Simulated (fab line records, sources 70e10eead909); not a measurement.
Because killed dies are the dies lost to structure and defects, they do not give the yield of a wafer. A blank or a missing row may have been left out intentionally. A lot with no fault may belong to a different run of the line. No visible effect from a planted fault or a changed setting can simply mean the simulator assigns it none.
The tool behind it: which one? | flow nandHarc | Sampling: 15 lots, 45 wafers, 4 of 1159 route steps

WHAT THE GAUGES READ, wafer by wafer
The record lacks any reading of a measuring or inspecting step that a usual standard deviation could be used to judge.

TOOL THAT RAN EACH LOT (tool first, then ch and the chambers of the sampled wafers, then the start)
lot  | NHARC_A_CONTACT_STRIP_55                     | NHARC_A_CONTACT_ETCH_126           | NHARC_A_CONTACT_ETCH_127           | NHARC_A_CONTACT_ETCH_132
L455 | rieDiel-06 ch 0,1, day 16 16:42 or earlier   | harCapEtch-03 ch 0, day 16 16:42   | harCapEtch-03 ch 0, day 16 16:50   | harCapEtch-03 ch 0, day 16 17:33
L457 | rieDiel-08 ch 0,1,2, day 16 23:37 or earlier | harCapEtch-01 ch 0, day 16 23:37   | harCapEtch-01 ch 0, day 16 23:46   | harCapEtch-01 ch 0, day 17 00:28
L456 | rieDiel-03 ch 2,3, day 17 07:56 or earlier   | harCapEtch-02 ch 0,1, day 17 07:56 | harCapEtch-02 ch 0,1, day 17 08:05 | harCapEtch-02 ch 0,1, day 17 08:48
L459 | rieDiel-08 ch 0,1,2, day 17 13:52 or earlier | harCapEtch-02 ch 0,1, day 17 13:52 | harCapEtch-02 ch 0,1, day 17 14:01 | harCapEtch-02 ch 0,1, day 17 14:43
L465 | rieDiel-06 ch 0,2, day 19 12:13 or earlier   | harCapEtch-02 ch 0,1, day 19 12:13 | harCapEtch-02 ch 0,1, day 19 12:22 | harCapEtch-02 ch 0,1, day 19 13:04
L463 | rieDiel-06 ch 0,1,2, day 19 17:08 or earlier | harCapEtch-01 ch 0,1, day 19 17:08 | harCapEtch-01 ch 0,1, day 19 17:17 | harCapEtch-01 ch 0,1, day 19 18:00
L466 | rieDiel-06 ch 0,1, day 19 23:02 or earlier   | harCapEtch-02 ch 0,1, day 19 23:02 | harCapEtch-02 ch 0,1, day 19 23:11 | harCapEtch-02 ch 0,1, day 19 23:54
L469 | rieDiel-06 ch 0,2,3, day 20 09:07 or earlier | harCapEtch-03 ch 0,1, day 20 09:07 | harCapEtch-03 ch 0,1, day 20 09:15 | harCapEtch-03 ch 0,1, day 20 09:57
L470 | rieDiel-08 ch 0,3, day 20 12:18 or earlier   | harCapEtch-02 ch 0,1, day 20 12:18 | harCapEtch-02 ch 0,1, day 20 12:26 | harCapEtch-02 ch 0,1, day 20 13:09
L471 | rieDiel-08 ch 1,3, day 21 00:45 or earlier   | harCapEtch-01 ch 0,1, day 21 00:45 | harCapEtch-01 ch 0,1, day 21 00:54 | harCapEtch-01 ch 0,1, day 21 01:36
L474 | rieDiel-03 ch 0,1,2, day 21 12:04 or earlier | harCapEtch-03 ch 0,1, day 21 12:04 | harCapEtch-03 ch 0,1, day 21 12:13 | harCapEtch-03 ch 0,1, day 21 12:55
L472 | rieDiel-06 ch 0,2,3, day 21 13:49 or earlier | harCapEtch-02 ch 0,1, day 21 13:49 | harCapEtch-02 ch 0,1, day 21 13:58 | harCapEtch-02 ch 0,1, day 21 14:41
L476 | rieDiel-06 ch 1,2, day 21 19:00 or earlier   | harCapEtch-02 ch 0,1, day 21 19:00 | harCapEtch-02 ch 0,1, day 21 19:09 | harCapEtch-02 ch 0,1, day 21 19:51
L475 | rieDiel-03 ch 0,1,2, day 21 20:56 or earlier | harCapEtch-03 ch 0,1, day 21 20:56 | harCapEtch-03 ch 0,1, day 21 21:04 | harCapEtch-03 ch 0,1, day 21 21:47
L473 | rieDiel-03 ch 0,1,2, day 22 00:41 or earlier | harCapEtch-02 ch 0,1, day 22 00:41 | harCapEtch-02 ch 0,1, day 22 00:49 | harCapEtch-02 ch 0,1, day 22 01:32
- NHARC_A_CONTACT_STRIP_55: strips in O2.
- NHARC_A_CONTACT_ETCH_126: etches the open film in C4F8/O2/Ar, time 155 s, target depth 956 nm.
- NHARC_A_CONTACT_ETCH_127: etches the open film in C4F8/O2/Ar, time 155 s, target depth 956 nm.
- NHARC_A_CONTACT_ETCH_132: etches the open film in C4F8/O2/Ar, time 156 s, target depth 958 nm.

AS READ BY THE TOOLS THEMSELVES (means over the sampled wafers that have a number; for cases with no such wafer, the mark the record gives instead)
NHARC_A_CONTACT_STRIP_55.
lot  | tool       | drypumpMotorCurrentA (A) | mfcArSccm (sccm) | oesProductAu (a.u.) | rfVppV (V) | showerheadPlenumPTorr (Torr) | throttleValvePct (%)
L455 | rieDiel-06 | 5.9                      | 0.000            | 1.014               | 57.4       | 3.45                         | 17.040
L457 | rieDiel-08 | 6.2                      | 0.009            | 1.000               | 57.2       | 3.43                         | 17.031
L456 | rieDiel-03 | 5.4                      | 0.009            | 1.010               | 58.1       | 3.40                         | 17.040
L459 | rieDiel-08 | 6.2                      | 0.009            | 1.005               | 57.4       | 3.43                         | 17.037
L465 | rieDiel-06 | 6.4                      | 0.000            | 1.000               | 57.6       | 3.45                         | 17.044
L463 | rieDiel-06 | 6.0                      | 0.000            | 1.013               | 57.6       | 3.46                         | 17.035
L466 | rieDiel-06 | 5.8                      | 0.000            | 1.023               | 57.5       | 3.46                         | 17.044
L469 | rieDiel-06 | 6.0                      | 0.006            | 1.006               | 57.4       | 3.49                         | 17.036
L470 | rieDiel-08 | 6.0                      | 0.003            | 0.990               | 58.2       | 3.33                         | 17.033
L471 | rieDiel-08 | 5.7                      | 0.007            | 0.992               | 58.0       | 3.39                         | 17.030
L474 | rieDiel-03 | 6.0                      | 0.000            | 1.004               | 57.4       | 3.32                         | 17.041
L472 | rieDiel-06 | 6.1                      | 0.006            | 1.007               | 58.2       | 3.49                         | 17.033
L476 | rieDiel-06 | 6.3                      | 0.000            | 1.004               | 57.7       | 3.46                         | 17.037
L475 | rieDiel-03 | 6.0                      | 0.000            | 1.003               | 58.1       | 3.32                         | 17.040
L473 | rieDiel-03 | 6.0                      | 0.000            | 1.007               | 57.0       | 3.32                         | 17.036

NHARC_A_CONTACT_ETCH_126.
lot  | tool          | chamberPressureMTorr (mTorr) | oesAirLineAu (a.u.)
L455 | harCapEtch-03 | 20.006                       | 1.011
L457 | harCapEtch-01 | 19.990                       | 1.006
L456 | harCapEtch-02 | 20.004                       | 0.997
L459 | harCapEtch-02 | 19.997                       | 1.007
L465 | harCapEtch-02 | -                            | -
L463 | harCapEtch-01 | -                            | -
L466 | harCapEtch-02 | -                            | -
L469 | harCapEtch-03 | 20.013                       | 0.990
L470 | harCapEtch-02 | 20.018                       | 0.990
L471 | harCapEtch-01 | 20.002                       | 1.007
L474 | harCapEtch-03 | 19.991                       | 0.999
L472 | harCapEtch-02 | 20.006                       | 1.001
L476 | harCapEtch-02 | 19.987                       | 0.969
L475 | harCapEtch-03 | 20.017                       | 1.009
L473 | harCapEtch-02 | 19.979                       | 0.990

NHARC_A_CONTACT_ETCH_127.
lot  | tool          | chamberPressureMTorr (mTorr) | oesAirLineAu (a.u.)
L455 | harCapEtch-03 | 20.006                       | 1.009
L457 | harCapEtch-01 | 19.998                       | 1.020
L456 | harCapEtch-02 | 20.006                       | 1.018
L459 | harCapEtch-02 | 20.008                       | 0.991
L465 | harCapEtch-02 | 19.982                       | 1.000
L463 | harCapEtch-01 | 19.995                       | 0.995
L466 | harCapEtch-02 | 19.989                       | 1.003
L469 | harCapEtch-03 | 20.009                       | 1.018
L470 | harCapEtch-02 | 20.021                       | 0.981
L471 | harCapEtch-01 | 20.008                       | 0.998
L474 | harCapEtch-03 | 20.015                       | 1.021
L472 | harCapEtch-02 | 19.986                       | 0.994
L476 | harCapEtch-02 | 20.004                       | 0.991
L475 | harCapEtch-03 | 19.985                       | 0.993
L473 | harCapEtch-02 | 19.981                       | 0.980

NHARC_A_CONTACT_ETCH_132.
lot  | tool          | chamberPressureMTorr (mTorr) | oesAirLineAu (a.u.)
L455 | harCapEtch-03 | 20.004                       | 0.992
L457 | harCapEtch-01 | 19.979                       | 1.009
L456 | harCapEtch-02 | 20.009                       | 1.024
L459 | harCapEtch-02 | 20.004                       | 0.996
L465 | harCapEtch-02 | 19.997                       | 1.003
L463 | harCapEtch-01 | 19.994                       | 1.008
L466 | harCapEtch-02 | 20.002                       | 0.997
L469 | harCapEtch-03 | 20.012                       | 1.003
L470 | harCapEtch-02 | 20.003                       | 0.989
L471 | harCapEtch-01 | 20.008                       | 1.001
L474 | harCapEtch-03 | 20.017                       | 0.999
L472 | harCapEtch-02 | 19.993                       | 0.974
L476 | harCapEtch-02 | 19.997                       | 0.999
L475 | harCapEtch-03 | 20.008                       | 0.999
L473 | harCapEtch-02 | 19.998                       | 0.966

THE ANSWER, worked out from the rows above alone
Rule: what is usual is taken from the lots themselves. Put in order of their means at a reading, lots are off if they are a third of the lots or fewer, leave a main group of 4 or more, and stand apart from it by a gap of 3 or more times the standard deviation of the main group's means; of several such gaps the widest counts. If all means in a main group match to the digits the tables above print for the reading, that group is not used. Also off: a lot with no number at a reading for which 4 or more lots have one. All remaining lots with rows at the step are treated as sound. Order of review: gauges by route order, followed by the tools' own readings, for which a lot's mean as printed above is used. At the first step where some lot is off, the reading lying furthest off is the one used; lots without a number count as furthest.
Off: L465, L463, L466 (NHARC_A_CONTACT_ETCH_126, chamberPressureMTorr). Without a number there: L465, L463, L466. The main group: mean 20.001 mTorr, standard deviation 0.012.
A tool fits if, at that step or a process step before it, it ran every lot that is off, and no sound lot after the first of them. NHARC_A_CONTACT_STRIP_55: start missing for some lots; hours and lot order therefore follow NHARC_A_CONTACT_ETCH_126. Of those tried, none fits.

WHAT HAD BEEN PUT IN BY THE SIMULATOR
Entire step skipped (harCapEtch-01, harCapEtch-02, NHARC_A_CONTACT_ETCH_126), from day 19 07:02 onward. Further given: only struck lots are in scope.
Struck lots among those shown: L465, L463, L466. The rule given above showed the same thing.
